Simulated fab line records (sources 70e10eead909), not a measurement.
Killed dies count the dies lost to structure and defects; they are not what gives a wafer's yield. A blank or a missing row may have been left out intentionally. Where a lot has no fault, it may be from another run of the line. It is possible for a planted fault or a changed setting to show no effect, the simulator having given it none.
fab line records	flow nand_harc
record: lots: 11	wafers: 33	last_day: 33
route steps=1302 shown A_STAIRCASE@773
lots untouched by any fault: they come from a run of this same line in which no faults occurred
start_h: hours from the record's first day to the start of the lot's first wafer shown	wait_h: hours elapsed since this lot's preceding step	" identical to the entry in the row above	L1.1+2: a row that stands for several wafers	- no value, or no start was given	* or withheld: withheld	< > ~ a bound
route shown NAME@n: a module of which the file shows steps, and the number in the route of the first	usual: mean/standard deviation taken from wafers without a fault	same: alike in all rows	chamber/n: place in a boat	sites: each site's reading	_std_site: the standard deviation of these	_edge_site: inner sites' mean taken away from outer sites' mean	radius_mm: for every site, how far away it sits from the centre of the wafer	mask NAME#n: copy n	behind: tool/chamber where the wafer was last shaped	hold: cause of the lot's hold/its duration in hours/its outcome	device: names the non-switching transistor (n, p or np)	end of line: tests of these same wafers at the route's end	for a step that has no rows: nothing shown but its recipe	killed: count of dies lost to structure and defects at first sort (not the wafer's yield)	map: a wafer's dies, marking killed ones x, the rest . and places with no die _
set.NAME: the setting as run; set.NAME@STEP: as run at that earlier step	model.NAME: the simulator's own value behind a step, which no gauge read
steps of the route over a sample of lots; a table a step, a row a wafer
services: the hour from which a tool's chamber was out of use, counted from the record's first day as start_h (under 0 if before that day), plus the number of hours and why
== steps ==
step: NHARC_A_STAIRCASE_DEP_259
recipe: target_thk_a: 300	target_thk_nm: 30	temp_c: 400	pressure_torr: 3.5	flow_sccm: 200	rf_w: 350	material: SiON
usual: heater_power_outer_w: 440/50	heater_power_w: 718/79
lot.wafer	tool	chamber	start_h	wait_h	heater_power_outer_w	heater_power_w
L108.2	pecvd-02	1	388.47	1.2	407	757
L108.5	"	1	"	"	420	743
L108.6	"	2	"	"	396	686
L109.2	pecvd-02	2	388.64	1.4	465	765
L109.5	"	2	"	"	449	767
L109.6	"	0	"	"	427	708
L107.1	pecvd-03	0	390.40	1.6	368	601
L107.4	"	2	"	"	510	794
L107.6	"	0	"	"	377	606
L112.2	pecvd-03	2	412.95	1.3	496	776
L112.3	"	0	"	"	365	590
L112.1	"	1	"	"	423	711
L111.3	pecvd-03	2	413.48	1.0	476	766
L111.4	"	2	"	"	484	768
L111.6	"	0	"	"	316	516
L110.2	pecvd-03	1	414.58	1.3	469	778
L110.4	"	2	"	"	482	762
L110.6	"	1	"	"	472	780
L115.2	pecvd-03	1	432.80	1.2	488	823
L115.1	"	0	"	"	320	519
L115.5	"	2	"	"	509	790
L118.2	pecvd-02	2	486.98	1.3	490	811
L118.1	"	0	"	"	527	857
L118.4	"	0	"	"	546	845
L123.2	pecvd-03	2	545.53	1.3	415	671
L123.3	"	0	"	"	332	550
L123.6	"	1	"	"	432	738
L127.1	pecvd-04	2	578.04	1.6	429	683
L127.3	"	0	"	"	459	782
L127.4	"	2	"	"	441	684
L128.3	pecvd-04	1	591.37	1.0	460	724
L128.5	"	2	"	"	354	570
L128.6	"	1	"	"	468	718
step: NHARC_A_STAIRCASE_HM_OPEN_457
recipe: o2_flow_sccm: 400	cos_flow_sccm: 20	ar_flow_sccm: 0	rf_w: 500	bias_w: 300	chemistry: O2/COS
usual: chamber_pressure_mTorr: 20.001/0.017	drypump_motor_current_A: 5.48/0.28	oes_product_au: 0.999/0.012	rf_vpp_V: 468/3	showerhead_plenum_p_Torr: 3.15/0.14	throttle_valve_pct: 28.331/0.0094
lot.wafer	tool	chamber	start_h	wait_h	chamber_pressure_mTorr	drypump_motor_current_A	oes_product_au	rf_hours_counter_h	rf_vpp_V	showerhead_plenum_p_Torr	throttle_valve_pct
L108.2	rie_diel-02	3	-	-	20.020	5.24	1.003	57	467	3.15	28.325
L108.6	"	3	"	"	20.019	5.23	1.016	-	467	3.15	28.328
L108.5	"	2	"	"	19.970	5.87	1.003	-	469	3.23	28.317
L109.2	rie_diel-03	3	-	-	20.020	5.60	1.005	33	466	3.10	28.338
L109.5	"	3	"	"	20.030	5.63	1.005	-	467	3.10	28.338
L109.6	"	0	"	"	20.012	5.20	1.007	-	462	2.91	28.336
L107.1	rie_diel-03	0	-	-	20.003	5.21	1.010	37	463	2.91	28.329
L107.4	"	1	"	"	20.010	5.84	0.990	35	472	3.34	28.323
L107.6	"	3	"	"	19.983	5.63	1.019	-	467	3.09	28.331
L112.3	rie_diel-03	0	-	-	20.015	5.20	1.002	46	462	2.90	28.337
L112.2	"	1	"	"	19.998	5.86	0.997	42	472	3.34	28.338
L112.1	"	2	"	"	19.969	5.42	1.024	45	470	3.17	28.329
L111.3	rie_diel-06	0	-	-	19.994	5.01	1.002	29	471	3.33	28.324
L111.4	"	3	"	"	20.025	5.94	0.987	27	467	3.17	28.323
L111.6	"	0	"	"	20.021	5.02	1.005	-	473	3.33	28.329
L110.4	rie_diel-03	2	-	-	19.990	5.38	1.015	47	468	3.16	28.337
L110.2	"	1	"	"	20.010	5.84	0.993	44	472	3.34	28.322
L110.6	"	2	"	"	19.979	5.35	1.030	-	467	3.16	28.323
L115.1	rie_diel-03	1	-	-	19.974	5.84	0.992	49	470	3.34	28.326
L115.2	"	0	"	"	19.981	5.21	0.993	52	461	2.90	28.332
L115.5	"	1	"	"	20.003	5.84	1.011	-	472	3.34	28.323
L118.1	rie_diel-03	3	-	-	20.019	5.57	0.999	9	466	3.08	28.343
L118.2	"	2	"	"	19.966	5.41	0.999	9	469	3.15	28.333
L118.4	"	2	"	"	20.021	5.43	1.008	-	467	3.15	28.336
L123.2	rie_diel-06	1	-	-	20.028	5.27	1.016	16	467	3.07	28.324
L123.3	"	0	"	"	20.001	5.02	0.990	18	469	3.31	28.335
L123.6	"	2	"	"	20.027	5.42	0.995	-	464	2.99	28.340
L127.1	rie_diel-06	1	-	-	20.024	5.27	1.010	28	465	3.06	28.350
L127.3	"	3	"	"	19.971	5.98	0.987	25	467	3.15	28.339
L127.4	"	0	"	"	19.981	5.02	0.974	30	470	3.30	28.312
L128.3	rie_diel-03	1	-	-	20.014	5.87	1.004	44	470	3.31	28.344
L128.5	"	1	"	"	19.976	5.89	0.997	-	472	3.31	28.352
L128.6	"	2	"	"	19.996	5.39	0.990	-	468	3.14	28.327
step: NHARC_A_STAIRCASE_EXPOSE_286
recipe: na: 0.5	dose_mj: 25.01	mask_id: CHOP_100
usual: exposure_dose_mJ_cm2: 25.013/0.024	focus_offset_nm: -0.1/0.51
same: na: 0.5
lot.wafer	tool	chamber	start_h	wait_h	mask	exposure_dose_mJ_cm2	focus_offset_nm
L108.2	krf_scanner-01	0	398.39	-	CHOP_100#0	25.060	1.1
L108.5	"	0	"	"	CHOP_100#0	25.035	1.0
L108.6	"	0	"	"	CHOP_100#0	25.026	0.4
L109.2	krf_scanner-02	0	400.25	-	CHOP_100#0	25.030	-0.8
L109.5	"	0	"	"	CHOP_100#0	24.964	-0.5
L109.6	"	0	"	"	CHOP_100#0	24.970	-0.3
L107.1	krf_scanner-03	0	400.99	-	CHOP_100#0	25.012	0.2
L107.4	"	0	"	"	CHOP_100#0	25.012	0.0
L107.6	"	0	"	"	CHOP_100#0	25.069	0.0
L112.1	krf_scanner-01	0	419.41	-	CHOP_100#0	24.980	0.1
L112.2	"	0	"	"	CHOP_100#0	24.955	-0.7
L112.3	"	0	"	"	CHOP_100#0	25.025	0.0
L111.3	krf_scanner-03	0	420.51	-	CHOP_100#0	24.976	0.3
L111.4	"	0	"	"	CHOP_100#0	25.018	-0.4
L111.6	"	0	"	"	CHOP_100#0	24.978	-0.7
L110.2	krf_scanner-03	0	421.40	-	CHOP_100#0	25.026	0.0
L110.4	"	0	"	"	CHOP_100#0	25.008	0.2
L110.6	"	0	"	"	CHOP_100#0	25.003	-0.5
L115.1	krf_scanner-03	0	440.69	-	CHOP_100#0	24.982	-0.3
L115.2	"	0	"	"	CHOP_100#0	25.035	-1.0
L115.5	"	0	"	"	CHOP_100#0	24.986	-0.6
L118.1	krf_scanner-01	0	496.71	-	CHOP_100#0	16.106	-0.3
L118.2	"	0	"	"	CHOP_100#0	16.134	0.3
L118.4	"	0	"	"	CHOP_100#0	16.099	0.0
L123.2	krf_scanner-01	0	555.78	-	CHOP_100#0	16.139	-0.1
L123.3	"	0	"	"	CHOP_100#0	16.124	-0.4
L123.6	"	0	"	"	CHOP_100#0	16.146	-0.8
L127.1	krf_scanner-02	0	584.46	-	CHOP_100#0	25.009	0.3
L127.3	"	0	"	"	CHOP_100#0	25.029	0.3
L127.4	"	0	"	"	CHOP_100#0	25.030	-0.4
L128.3	krf_scanner-02	0	598.77	-	CHOP_100#0	25.043	-0.1
L128.5	"	0	"	"	CHOP_100#0	25.017	0.4
L128.6	"	0	"	"	CHOP_100#0	25.014	-0.1
step: NHARC_A_STAIRCASE_HM_OPEN_460
recipe: o2_flow_sccm: 400	cos_flow_sccm: 20	ar_flow_sccm: 0	rf_w: 500	bias_w: 300	chemistry: O2/COS
usual: chamber_pressure_mTorr: 19.996/0.019	drypump_motor_current_A: 5.50/0.28	oes_product_au: 0.994/0.013	rf_vpp_V: 468/3.2	showerhead_plenum_p_Torr: 3.16/0.14	throttle_valve_pct: 28.330/0.0094
lot.wafer	tool	chamber	start_h	wait_h	chamber_pressure_mTorr	drypump_motor_current_A	oes_product_au	rf_hours_counter_h	rf_vpp_V	showerhead_plenum_p_Torr	throttle_valve_pct
L108.2	rie_diel-03	2	-	-	20.021	5.37	1.018	39	470	3.17	28.313
L108.5	"	3	"	"	19.975	5.62	1.020	-	466	3.09	28.339
L108.6	"	0	"	"	20.014	5.21	1.001	-	463	2.91	28.320
L109.2	rie_diel-06	3	-	-	20.001	5.96	0.985	23	467	3.17	28.340
L109.5	"	2	"	"	20.004	5.41	0.984	-	464	3.01	28.327
L109.6	"	3	"	"	19.998	5.95	0.985	-	468	3.17	28.325
L107.1	rie_diel-03	3	-	-	20.021	5.61	1.015	43	466	3.09	28.344
L107.4	"	2	"	"	19.979	5.41	1.016	40	469	3.17	28.329
L107.6	"	0	"	"	20.018	5.19	1.000	-	463	2.91	28.333
L112.3	rie_diel-06	0	-	-	20.007	5.01	0.994	31	471	3.33	28.348
L112.1	"	2	"	"	19.978	5.40	0.978	27	466	3.01	28.339
L112.2	"	3	"	"	20.022	5.93	0.994	30	468	3.17	28.347
L111.3	rie_diel-02	3	-	-	19.986	5.28	1.000	6	467	3.14	28.339
L111.4	"	1	"	"	19.994	5.65	1.026	9	474	3.37	28.329
L111.6	"	3	"	"	20.017	5.25	1.000	-	469	3.14	28.328
L110.4	rie_diel-03	3	-	-	20.020	5.62	1.015	51	466	3.09	28.315
L110.2	"	2	"	"	19.975	5.41	1.016	50	469	3.16	28.338
L110.6	"	3	"	"	20.019	5.56	0.999	-	466	3.09	28.328
L115.2	rie_diel-06	2	-	-	20.007	5.43	0.980	32	462	3.01	28.333
L115.1	"	0	"	"	19.981	5.02	0.992	40	472	3.32	28.333
L115.5	"	1	"	"	19.995	5.23	0.978	-	466	3.08	28.344
L118.2	rie_diel-06	2	-	-	20.000	5.43	1.000	1	464	3.00	28.320
L118.4	"	3	"	"	19.984	5.94	0.982	0	468	3.16	28.329
L118.1	"	0	"	"	19.987	4.99	0.988	0	472	3.32	28.338
L123.2	rie_diel-03	0	-	-	20.001	5.23	0.974	27	472	3.36	28.328
L123.3	"	3	"	"	20.023	5.60	1.007	26	466	3.07	28.342
L123.6	"	1	"	"	20.001	5.84	0.989	-	470	3.32	28.329
L127.4	rie_diel-02	1	-	-	20.030	5.58	1.008	4	473	3.34	28.332
L127.1	"	2	"	"	20.012	5.85	1.017	2	469	3.20	28.334
L127.3	"	3	"	"	19.969	5.22	0.981	2	468	3.11	28.324
L128.3	rie_diel-03	3	-	-	19.988	5.68	0.999	39	466	3.06	28.332
L128.6	"	1	"	"	19.971	5.85	1.008	-	470	3.31	28.337
L128.5	"	2	"	"	20.012	5.40	0.993	-	466	3.14	28.332
== services ==
tool	chamber	start_h	hours	kind
pecvd-03	-	366.05	13.0	pm
krf_scanner-01	-	384.95	5.6	repair
rie_diel-02	0	388.08	3.5	repair
krf_scanner-02	-	390.92	0.3	repair
rie_diel-02	-	393.70	9.0	pm
krf_scanner-03	-	406.09	4.0	pm
pecvd-02	-	408.14	13.0	pm
krf_scanner-02	-	414.60	4.1	repair
rie_diel-03	1	427.33	3.5	repair
krf_scanner-02	-	438.02	4.0	pm
krf_scanner-01	-	440.12	2.0	repair
rie_diel-03	-	458.46	9.0	pm
rie_diel-03	0	481.98	13.0	repair
krf_scanner-01	-	484.00	4.0	pm
rie_diel-06	-	484.39	9.0	pm
pecvd-03	-	486.06	0.6	repair
rie_diel-03	3	517.78	17.8	repair
rie_diel-06	3	518.22	11.4	repair
krf_scanner-03	-	528.60	0.7	repair
krf_scanner-03	-	537.32	0.6	repair
pecvd-03	-	543.57	1.9	repair
pecvd-03	-	547.05	13.0	pm
krf_scanner-01	-	570.15	1.9	repair
krf_scanner-03	-	578.09	4.0	pm
== key ==
first_sign: step: NHARC_A_STAIRCASE_EXPOSE_286	reading: exposure_dose_mJ_cm2	direction: down	sigmas: 99+	usual: 25.013	struck: 16.125
effect none on later readings
met_at NHARC_A_STAIRCASE_EXPOSE_286
struck_lots L118,L123
tester_left_out L118,L123
not_acting_at NHARC_A_STAIRCASE_DEP_259,NHARC_A_STAIRCASE_HM_OPEN_457,NHARC_A_STAIRCASE_HM_OPEN_460
onset_between 419.41 496.71
fault: kind: process_parameter_drift	tool: krf_scanner-01	chamber: -	onset_h: 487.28	steps: NHARC_A_STAIRCASE_EXPOSE_286	channel: dose_mj	offset: -8.9116	shape: step	acts_in: these_recipes_only	stated: 25.01
tester_left_out: of these lots the tester's yield and bins aren't shown, on N5 and GAA mostly nor the transistor test; their killed dies are dies lost to structure and defects alone, not to doping, threshold or leakage, so they don't give the yield
